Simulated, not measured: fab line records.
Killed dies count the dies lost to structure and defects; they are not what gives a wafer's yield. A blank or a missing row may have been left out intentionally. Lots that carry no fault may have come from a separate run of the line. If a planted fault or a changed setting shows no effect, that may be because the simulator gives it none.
Matching of chambers / flow n5_finfet / rie_si-04 running N5_BEOL_M0_SAQP_MANDREL_ETCH_20: 4 sister chambers
The step etches a-Si in HBr/Cl2, stops on SiNx, target depth 60 nm, bt time 10 s, time 30 s. 16 wafers are shown with their chamber, then 8 later ones without.

## WAFERS WITH THEIR CHAMBER
wafer=L076.2; chamber=1; drypump_motor_current_A (A)=6.51; throttle_valve_pct (%)=35.5; oes_product_au (a.u.)=0.776
wafer=L076.3; chamber=2; drypump_motor_current_A (A)=5.21; throttle_valve_pct (%)=35.4; oes_product_au (a.u.)=0.765
wafer=L076.5; chamber=0; drypump_motor_current_A (A)=5.80; throttle_valve_pct (%)=36.1; oes_product_au (a.u.)=0.766
wafer=L079.2; chamber=2; drypump_motor_current_A (A)=5.20; throttle_valve_pct (%)=35.4; oes_product_au (a.u.)=0.768
wafer=L079.5; chamber=0; drypump_motor_current_A (A)=5.80; throttle_valve_pct (%)=36.1; oes_product_au (a.u.)=0.766
wafer=L079.6; chamber=3; drypump_motor_current_A (A)=5.95; throttle_valve_pct (%)=36.0; oes_product_au (a.u.)=0.776
wafer=L080.2; chamber=1; drypump_motor_current_A (A)=6.52; throttle_valve_pct (%)=35.5; oes_product_au (a.u.)=0.789
wafer=L080.3; chamber=0; drypump_motor_current_A (A)=5.80; throttle_valve_pct (%)=36.1; oes_product_au (a.u.)=0.759
wafer=L080.6; chamber=0; drypump_motor_current_A (A)=5.82; throttle_valve_pct (%)=36.0; oes_product_au (a.u.)=0.779
wafer=L087.2; chamber=3; drypump_motor_current_A (A)=5.94; throttle_valve_pct (%)=36.0; oes_product_au (a.u.)=0.756
wafer=L087.4; chamber=2; drypump_motor_current_A (A)=5.20; throttle_valve_pct (%)=35.2; oes_product_au (a.u.)=0.760
wafer=L087.5; chamber=0; drypump_motor_current_A (A)=5.81; throttle_valve_pct (%)=36.1; oes_product_au (a.u.)=0.756
wafer=L088.2; chamber=0; drypump_motor_current_A (A)=5.79; throttle_valve_pct (%)=36.0; oes_product_au (a.u.)=0.759
wafer=L088.3; chamber=1; drypump_motor_current_A (A)=6.51; throttle_valve_pct (%)=35.5; oes_product_au (a.u.)=0.780
wafer=L088.5; chamber=3; drypump_motor_current_A (A)=5.93; throttle_valve_pct (%)=36.0; oes_product_au (a.u.)=0.777
wafer=L089.3; chamber=2; drypump_motor_current_A (A)=5.22; throttle_valve_pct (%)=35.2; oes_product_au (a.u.)=0.763

SIGNATURES, as means of the wafers listed above
reading=drypump_motor_current_A; chamber 0=5.8033; chamber 1=6.5133; chamber 2=5.2075; chamber 3=5.9400; scatter within a chamber=0.00946
reading=throttle_valve_pct; chamber 0=36.067; chamber 1=35.500; chamber 2=35.300; chamber 3=36.000; scatter within a chamber=0.0667
reading=oes_product_au; chamber 0=0.76417; chamber 1=0.78167; chamber 2=0.76400; chamber 3=0.76967; scatter within a chamber=0.00791
Rule: a wafer's distance from a chamber is the root of the sum, over the readings, of the square of ((its reading less the chamber's mean) divided by the reading's scatter). The wafer belongs to the nearest chamber; if the next one is less than 2 further off, it can't be placed. How the scatter is found: for the shown wafers, subtract from each reading the mean of its chamber, square and add these, divide the total by (wafers less chambers), then take the root.

## WAFERS MISSING THEIR CHAMBER
wafer=L089.4; drypump_motor_current_A (A)=5.93; throttle_valve_pct (%)=36.0; oes_product_au (a.u.)=0.774
wafer=L089.5; drypump_motor_current_A (A)=5.84; throttle_valve_pct (%)=36.0; oes_product_au (a.u.)=0.771
wafer=L095.2; drypump_motor_current_A (A)=5.24; throttle_valve_pct (%)=35.2; oes_product_au (a.u.)=0.757
wafer=L095.3; drypump_motor_current_A (A)=5.95; throttle_valve_pct (%)=36.0; oes_product_au (a.u.)=0.758
wafer=L095.6; drypump_motor_current_A (A)=5.23; throttle_valve_pct (%)=35.2; oes_product_au (a.u.)=0.762
wafer=L096.4; drypump_motor_current_A (A)=6.53; throttle_valve_pct (%)=35.5; oes_product_au (a.u.)=0.774
wafer=L096.5; drypump_motor_current_A (A)=5.22; throttle_valve_pct (%)=35.2; oes_product_au (a.u.)=0.756
wafer=L096.6; drypump_motor_current_A (A)=5.95; throttle_valve_pct (%)=36.0; oes_product_au (a.u.)=0.775

## WHICH CHAMBER EACH WENT THROUGH
wafer=L089.4; from the rows above=3; in truth=3
wafer=L089.5; from the rows above=0; in truth=0
wafer=L095.2; from the rows above=2; in truth=2
wafer=L095.3; from the rows above=3; in truth=3
wafer=L095.6; from the rows above=2; in truth=2
wafer=L096.4; from the rows above=1; in truth=1
wafer=L096.5; from the rows above=2; in truth=2
wafer=L096.6; from the rows above=3; in truth=3
8 of 8 placed correctly. Can't be placed from these rows: 0. Placed wrongly: 0.
